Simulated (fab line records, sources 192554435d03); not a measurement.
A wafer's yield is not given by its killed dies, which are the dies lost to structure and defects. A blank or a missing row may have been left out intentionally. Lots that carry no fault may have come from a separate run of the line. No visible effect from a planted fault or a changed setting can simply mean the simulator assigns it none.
Chamber matching ; flow n5_finfet ; N5_HKMG_FIN_ETCH_35 on rie_diel-01 has 4 sister chambers
The step etches SOC in N2/H2, target depth 215.8 nm, time 243.4 s. 4 wafers are shown with their chamber, then 11 later ones without.

WAFERS, EACH WITH ITS CHAMBER
wafer;chamber;showerhead_plenum_p_Torr (Torr)
L087.2;2;2.55
L087.4;3;2.42
L087.5;1;2.70
L088.1;0;2.59

WAFERS WITH NO CHAMBER GIVEN
wafer;showerhead_plenum_p_Torr (Torr)
L088.2;2.55
L088.6;2.55
L089.3;2.70
L089.4;2.55
L089.5;2.42
L091.1;2.59
L091.4;2.69
L091.5;2.42
L092.1;2.59
L092.3;2.69
L092.5;2.69

EACH ONE'S CHAMBER
wafer;from the rows above;in truth
L088.2;2;2
L088.6;2;2
L089.3;1;1
L089.4;2;2
L089.5;3;3
L091.1;0;0
L091.4;1;1
L091.5;3;3
L092.1;0;0
L092.3;1;1
L092.5;1;1
Correct placement for 11 of the 11. Not placeable from these rows: 0. Wrongly placed: 0.
How it was worked out, from the rows above alone: a wafer's distance from a chamber is the root of the sum, over the readings, of the square of ((its reading less the chamber's mean) divided by the reading's scatter). If the next closest chamber is less than 2 further off than the closest, the wafer can't be placed; otherwise it belongs to the closest. A chamber's mean is the mean of its shown wafers. The scatter: root of mean squared gap, hidden wafer to nearest shown wafer, with one shown wafer a chamber.
